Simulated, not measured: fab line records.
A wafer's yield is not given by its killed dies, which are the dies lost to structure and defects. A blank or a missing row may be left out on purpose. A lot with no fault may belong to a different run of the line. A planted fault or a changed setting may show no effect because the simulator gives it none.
fab line records + flow nand-harc
[record]
- lots = 7
- wafers = 19
- last-day = 25
route steps=1159 shown P_BONDPAD@385 A_START@389 A_ZERO_WELL@390 END@1159
lots that met no fault: from a run of the same line without faults
start-h: hours from the record's first day to the start of the lot's first wafer shown + wait-h: hours elapsed since this lot's preceding step + " as in the row above + L1.1+2: a single row standing in for several wafers + - no value, or no start given + * or withheld: withheld + < > ~ a bound
route shown NAME@n: NAME is a module with steps in the file, n the number in the route of the first one + usual: mean and standard deviation over wafers with no fault + same: alike in all rows + chamber/n: place in a boat + sites: each site's reading + _std_site: the values' standard deviation + _edge_site: inner sites' mean taken away from outer sites' mean + radius-mm: how far each site lies from the wafer's centre + mask NAME#n: copy n + behind: the most recent tool/chamber to have shaped the wafer + hold: what put the lot on hold/how long, in hours/how the hold closed + device: whichever transistor did not switch (one of n, p or np) + end of line: the tests these same wafers got at the end of their route + for a step that has no rows: nothing shown but its recipe + killed: dies that structure and defects cost at the first sort, which is not the same as the wafer's yield + map: dies across one wafer; x = killed, . = not, _ = none there
set.NAME: the setting the step ran with; set.NAME@STEP: the setting that earlier step ran with + model.NAME: the simulator's own value behind a step, which no gauge read
certain route steps with their lots: each step a table, each wafer a row
services: a tool's chamber out of use, with start hour (start-h, from the record's first day; less than 0 if before it), hours out, and reason
[[steps]]
[step NHARC_P_BONDPAD_INSPECT_23]
[usual]
- raw-defect-count = 350/120
| lot.wafer | tool              | chamber | start-h | wait-h | raw-defect-count |
|-----------|-------------------|---------|---------|--------|------------------|
| L619.1    | defect-inspect-02 | -       | 128.33  | 0.0    | 253              |
| L619.4    | "                 | -       | "       | "      | 214              |
| L619.6    | "                 | -       | "       | "      | 298              |
| L624.2    | defect-inspect-02 | -       | 161.62  | 0.0    | 228              |
| L624.4    | "                 | -       | "       | "      | 236              |
| L624.5    | "                 | -       | "       | "      | 182              |
| L625.1    | defect-inspect-01 | -       | 179.37  | 0.0    | 213              |
| L625.5    | "                 | -       | "       | "      | 388              |
| L625.6    | "                 | -       | "       | "      | 262              |
| L632.2    | defect-inspect-01 | -       | 213.11  | 0.0    | 180              |
| L632.4    | "                 | -       | "       | "      | 171              |
| L633.1    | defect-inspect-01 | -       | 224.33  | 0.0    | 417              |
| L633.5    | "                 | -       | "       | "      | 616              |
| L640.3    | defect-inspect-02 | -       | 252.60  | 0.0    | 523              |
| L640.5    | "                 | -       | "       | "      | 471              |
| L640.6    | "                 | -       | "       | "      | 356              |
| L641.2    | defect-inspect-02 | -       | 270.13  | 0.0    | 506              |
| L641.5    | "                 | -       | "       | "      | 300              |
| L641.6    | "                 | -       | "       | "      | 248              |
[step NHARC_P_BONDPAD_ACTIVATE_29]
[recipe]
- time-s = 60
- n2-flow-sccm = 200
- ar-flow-sccm = 0
- bias-power-w = 0
- chemistry = N2
[usual]
- drypump-motor-current-A = 5.7/0.4
- oes-product-au = 1.000/0.0099
- rf-vpp-V = 64.2/0.82
- showerhead-plenum-p-Torr = 1.79/0.09
| lot.wafer | tool        | chamber | start-h | wait-h | drypump-motor-current-A | oes-product-au | rf-hours-counter-h | rf-vpp-V | showerhead-plenum-p-Torr |
|-----------|-------------|---------|---------|--------|-------------------------|----------------|--------------------|----------|--------------------------|
| L619.4    | rie-diel-01 | 3       | 128.41  | 0.1    | 5.4                     | 0.989          | 14                 | 65.9     | 1.88                     |
| L619.1    | "           | 1       | "       | "      | 6.1                     | 0.985          | 14                 | 65.8     | 1.89                     |
| L619.6    | "           | 2       | "       | "      | 5.2                     | 0.987          | -                  | 62.5     | 1.68                     |
| L624.2    | rie-diel-04 | 0       | 161.71  | 0.1    | 6.3                     | 0.997          | 16                 | 63.1     | 1.85                     |
| L624.4    | "           | 1       | "       | "      | 5.9                     | 1.000          | 18                 | 64.1     | 1.67                     |
| L624.5    | "           | 3       | "       | "      | 5.9                     | 0.998          | -                  | 64.6     | 1.81                     |
| L625.1    | rie-diel-01 | 1       | 179.47  | 0.1    | 6.1                     | 1.007          | 4                  | 65.9     | 1.89                     |
| L625.6    | "           | 2       | "       | "      | 5.1                     | 0.994          | -                  | 63.5     | 1.67                     |
| L625.5    | "           | 3       | "       | "      | 5.5                     | 1.002          | -                  | 62.6     | 1.88                     |
| L632.4    | rie-diel-01 | 1       | 213.17  | 0.1    | 6.1                     | 1.005          | 7                  | 65.0     | 1.88                     |
| L632.2    | "           | 2       | "       | "      | 5.2                     | 0.983          | 7                  | 65.6     | 1.67                     |
| L633.1    | rie-diel-01 | 0       | 224.42  | 0.1    | 5.9                     | 1.014          | 7                  | 63.8     | 1.74                     |
| L633.5    | "           | 2       | "       | "      | 5.2                     | 0.988          | -                  | 64.0     | 1.67                     |
| L640.3    | rie-diel-01 | 1       | 252.66  | 0.1    | 6.1                     | 1.021          | 12                 | 65.2     | 1.88                     |
| L640.5    | "           | 1       | "       | "      | 6.1                     | 1.017          | -                  | 65.3     | 1.88                     |
| L640.6    | "           | 2       | "       | "      | 5.2                     | 0.996          | -                  | 63.9     | 1.67                     |
| L641.2    | rie-diel-01 | 2       | 270.20  | 0.1    | 5.2                     | 0.996          | 14                 | 64.5     | 1.67                     |
| L641.5    | "           | 2       | "       | "      | 5.2                     | 1.000          | -                  | 63.5     | 1.67                     |
| L641.6    | "           | 3       | "       | "      | 5.5                     | 0.996          | -                  | 63.4     | 1.87                     |
[step NHARC_P_BONDPAD_PRECLEAN_30]
[recipe]
- time-s = 300
- temp-c = 23
- chemistry = DIW
[step NHARC_P_BONDPAD_SRD_31]
[recipe]
- time-s = 30
- temp-c = 23
- dry-time-s = 20
- spin-rpm = 1500
[step NHARC_A_START_INSPECT_01]
[usual]
- raw-defect-count = 3.3/1.6
| lot.wafer | tool              | chamber | start-h | wait-h | raw-defect-count |
|-----------|-------------------|---------|---------|--------|------------------|
| L619.1    | defect-inspect-02 | -       | 128.80  | -      | 4                |
| L619.4    | "                 | -       | "       | "      | 4                |
| L619.6    | "                 | -       | "       | "      | 3                |
| L624.2    | defect-inspect-02 | -       | 162.09  | -      | 5                |
| L624.4    | "                 | -       | "       | "      | 2                |
| L624.5    | "                 | -       | "       | "      | 2                |
| L625.1    | defect-inspect-01 | -       | 179.87  | -      | 6                |
| L625.5    | "                 | -       | "       | "      | 1                |
| L625.6    | "                 | -       | "       | "      | 2                |
| L632.2    | defect-inspect-01 | -       | 213.57  | -      | 2                |
| L632.4    | "                 | -       | "       | "      | 4                |
| L633.1    | defect-inspect-01 | -       | 224.81  | -      | 2                |
| L633.5    | "                 | -       | "       | "      | 5                |
| L640.3    | defect-inspect-01 | -       | 253.16  | -      | 3                |
| L640.5    | "                 | -       | "       | "      | 2                |
| L640.6    | "                 | -       | "       | "      | 5                |
| L641.2    | defect-inspect-02 | -       | 270.60  | -      | 0                |
| L641.5    | "                 | -       | "       | "      | 0                |
| L641.6    | "                 | -       | "       | "      | 3                |
[step NHARC_A_ZERO_WELL_PRECLEAN_00]
[recipe]
- time-s = 600
- temp-c = 120
- chemistry = SPM
[step NHARC_A_ZERO_WELL_SRD_01]
[step NHARC_A_ZERO_WELL_DEHYDRATE_02]
[recipe]
- temp-c = 150
- time-s = 120
[step NHARC_A_ZERO_WELL_HMDS_03]
[recipe]
- time-s = 30
[step NHARC_A_ZERO_WELL_COAT_18]
[recipe]
- temp-c = 200
- time-s = 65
[step NHARC_A_ZERO_WELL_COAT_04]
[recipe]
- spin-rpm = 2000
- resist-thk-nm = 600
[step NHARC_A_ZERO_WELL_SOFTBAKE_05]
[recipe]
- temp-c = 125
- time-s = 70
[usual]
- heater-power-total-W = 200.7/1.4
| lot.wafer | tool           | chamber | start-h | wait-h | heater-power-total-W |
|-----------|----------------|---------|---------|--------|----------------------|
| L619.1    | litho-track-03 | 0       | 129     | -      | 199.8                |
| L619.4    | "              | 0       | "       | "      | 199.5                |
| L619.6    | "              | 0       | "       | "      | 202.7                |
| L624.2    | litho-track-07 | 0       | 162     | -      | 202.6                |
| L624.4    | "              | 0       | "       | "      | 199.0                |
| L624.5    | "              | 0       | "       | "      | 199.6                |
| L625.1    | litho-track-07 | 0       | 180     | -      | 198.9                |
| L625.5    | "              | 0       | "       | "      | 233.2                |
| L625.6    | "              | 0       | "       | "      | 202.5                |
| L632.2    | litho-track-07 | 0       | 213     | -      | 228.8                |
| L632.4    | "              | 0       | "       | "      | 199.8                |
| L633.1    | litho-track-07 | 0       | 225     | -      | 202.1                |
| L633.5    | "              | 0       | "       | "      | 233.0                |
| L640.3    | litho-track-05 | 0       | 253     | -      | 199.3                |
| L640.5    | "              | 0       | "       | "      | 202.6                |
| L640.6    | "              | 0       | "       | "      | 199.5                |
| L641.2    | litho-track-03 | 0       | 271     | -      | 199.2                |
| L641.5    | "              | 0       | "       | "      | 202.5                |
| L641.6    | "              | 0       | "       | "      | 199.2                |
[step NHARC_A_ZERO_WELL_EBR_06]
[step NHARC_END_SORT_01]
[recipe]
- temp-c = 25
[usual]
- killed-at-array = 27/12
- killed-at-other = 0.8/1
- killed-at-periphery = 4.0/2.5
- killed-dies = 32/11
- killed-open = 3.3/1.8
- killed-short = 2.0/1.5
[same]
- gross-dies = 677
| lot.wafer | tool      | chamber | start-h | wait-h | killed-at-array | killed-at-other | killed-at-periphery | killed-dies | killed-open | killed-short |
|-----------|-----------|---------|---------|--------|-----------------|-----------------|---------------------|-------------|-------------|--------------|
| L632.2    | prober-01 | 0       | 508.53  | 2.8    | 18              | 0               | 7                   | 25          | 3           | 1            |
// killed by level:class
L632.2 P_GATE:chamber-film-flake=6 A_CONTACT:chamber-film-flake=6 A_BLC:chamber-film-flake=3 A_CHANNEL_HOLE_D1:chamber-film-flake=3 A_STAIRCASE:chamber-film-flake=2 A_CHANNEL_HOLE_D1:geometric-particle:open=1 A_WL_FILL:geometric-particle:open=1 A_BLC:geometric-particle:open=1
[[services]]
| tool           | chamber | start-h | hours | kind       |
|----------------|---------|---------|-------|------------|
| rie-diel-04    | -       | 111.90  | 9.0   | pm         |
| rie-diel-01    | 0       | 116.80  | -     | clean      |
| rie-diel-01    | 1       | 116.80  | -     | clean      |
| rie-diel-01    | 2       | 116.80  | -     | clean      |
| rie-diel-01    | 3       | 116.80  | -     | clean      |
| rie-diel-01    | -       | 137.80  | 9.0   | pm         |
| rie-diel-01    | 0       | 137.80  | 9.0   | vent-cycle |
| rie-diel-01    | 1       | 137.80  | 9.0   | vent-cycle |
| rie-diel-01    | 2       | 137.80  | 9.0   | vent-cycle |
| rie-diel-01    | 3       | 137.80  | 9.0   | vent-cycle |
| rie-diel-01    | 0       | 146.80  | -     | clean      |
| rie-diel-01    | 1       | 146.80  | -     | clean      |
| rie-diel-01    | 2       | 146.80  | -     | clean      |
| rie-diel-01    | 3       | 146.80  | -     | clean      |
| rie-diel-01    | 0       | 171.30  | -     | clean      |
| rie-diel-01    | 1       | 171.30  | -     | clean      |
| rie-diel-01    | 2       | 171.30  | -     | clean      |
| rie-diel-01    | 3       | 171.30  | -     | clean      |
| litho-track-07 | -       | 189.00  | 7.0   | pm         |
| rie-diel-04    | 3       | 202.68  | 26.3  | repair     |
| rie-diel-04    | -       | 206.60  | 0.8   | repair     |
| litho-track-03 | -       | 213.00  | 7.0   | pm         |
| litho-track-05 | -       | 237.02  | 7.0   | pm         |
| rie-diel-04    | 1       | 269.64  | 10.0  | repair     |
[[key]]
[first-sign]
- step = NHARC_A_ZERO_WELL_SOFTBAKE_05
- reading = heater-power-total-W
- direction = up
- sigmas = 23
- usual = *
- struck = *
effect none on later readings
met-at NHARC_A_ZERO_WELL_SOFTBAKE_05
struck-wafers L625.5,L632.2,L633.5
tester-left-out L625,L632,L633
onset-between 162 180
[fault]
- kind = process-parameter-drift
- tool = litho-track-07
- chamber = -
- onset-h = 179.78
- steps = NHARC_A_ZERO_WELL_SOFTBAKE_05
- channel = time-s
- offset = *
- shape = step
- end-h = 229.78
- scope = struck-wafers-only
- acts-in = *
- stated = *
// tester-left-out: of these lots the tester's yield and bins aren't shown, on N5 and GAA mostly nor the transistor test; their killed dies are dies lost to structure and defects alone, not to doping, threshold or leakage, so they don't give the yield
